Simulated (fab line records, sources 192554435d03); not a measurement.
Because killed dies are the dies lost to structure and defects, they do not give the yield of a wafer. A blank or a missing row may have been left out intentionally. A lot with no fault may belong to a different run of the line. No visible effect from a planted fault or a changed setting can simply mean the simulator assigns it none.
Matching of chambers :: flow n5_finfet :: ald_sin-03 running N5_DUMMY_GATE_ALD_02: 4 sister chambers
The step deposits SiO2, target thk 2 nm, pulse time 1 s. 14 wafers are shown with their chamber, then 7 later ones without.

## WAFERS PAIRED WITH THEIR CHAMBERS
wafer: L075.2
chamber: 0
heater_power_w (W): 541
precursor_pulse_height_rel: 0.984

wafer: L075.4
chamber: 3
heater_power_w (W): 432
precursor_pulse_height_rel: 0.987

wafer: L075.6
chamber: 0
heater_power_w (W): 570
precursor_pulse_height_rel: 1.027

wafer: L077.1
chamber: 1
heater_power_w (W): 423
precursor_pulse_height_rel: 0.986

wafer: L077.2
chamber: 0
heater_power_w (W): 556
precursor_pulse_height_rel: 1.003

wafer: L077.5
chamber: 0
heater_power_w (W): 564
precursor_pulse_height_rel: 1.023

wafer: L078.2
chamber: 3
heater_power_w (W): 436
precursor_pulse_height_rel: 1.016

wafer: L078.5
chamber: 1
heater_power_w (W): 424
precursor_pulse_height_rel: 0.978

wafer: L078.6
chamber: 2
heater_power_w (W): 455
precursor_pulse_height_rel: 1.013

wafer: L084.2
chamber: 3
heater_power_w (W): 427
precursor_pulse_height_rel: 1.040

wafer: L084.4
chamber: 1
heater_power_w (W): 433
precursor_pulse_height_rel: 0.976

wafer: L084.6
chamber: 0
heater_power_w (W): 569
precursor_pulse_height_rel: 0.986

wafer: L085.1
chamber: 2
heater_power_w (W): 456
precursor_pulse_height_rel: 1.000

wafer: L085.2
chamber: 0
heater_power_w (W): 551
precursor_pulse_height_rel: 0.995

SIGNATURES (averages over the wafers above)
reading: heater_power_w
chamber 0: 558.50
chamber 1: 426.67
chamber 2: 455.50
chamber 3: 431.67
scatter within a chamber: 8.62

reading: precursor_pulse_height_rel
chamber 0: 1.00300
chamber 1: 0.98000
chamber 2: 1.00650
chamber 3: 1.01433
scatter within a chamber: 0.018
Rule: a wafer lies at a distance from a chamber equal to the root of the sum of squares, over the readings, of (its reading less the chamber's mean, divided by the reading's scatter). The wafer belongs to the nearest chamber; if the next one is less than 2 further off, it can't be placed. The scatter: take each reading less its chamber's mean, square it, sum over the shown wafers, divide by the number of wafers less the number of chambers, and take the root.

## WAFERS MISSING THEIR CHAMBER
wafer: L085.6
heater_power_w (W): 435
precursor_pulse_height_rel: 0.990

wafer: L088.2
heater_power_w (W): 437
precursor_pulse_height_rel: 1.013

wafer: L088.4
heater_power_w (W): 569
precursor_pulse_height_rel: 1.020

wafer: L088.5
heater_power_w (W): 549
precursor_pulse_height_rel: 1.011

wafer: L092.1
heater_power_w (W): 568
precursor_pulse_height_rel: 1.018

wafer: L092.2
heater_power_w (W): 428
precursor_pulse_height_rel: 1.003

wafer: L092.3
heater_power_w (W): 441
precursor_pulse_height_rel: 0.988

## WHICH CHAMBER EACH WENT THROUGH
wafer: L085.6
from the rows above: can't be placed: 1 or 3 or 2
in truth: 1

wafer: L088.2
from the rows above: can't be placed: 3 or 2 or 1
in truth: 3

wafer: L088.4
from the rows above: 0
in truth: 0

wafer: L088.5
from the rows above: 0
in truth: 0

wafer: L092.1
from the rows above: 0
in truth: 0

wafer: L092.2
from the rows above: can't be placed: 3 or 1
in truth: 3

wafer: L092.3
from the rows above: can't be placed: 1 or 3 or 2
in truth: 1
Correctly placed: 3 of 7. Can't be placed from these rows: 4 (the true chamber is among the candidates in 4). 0 placed wrongly.
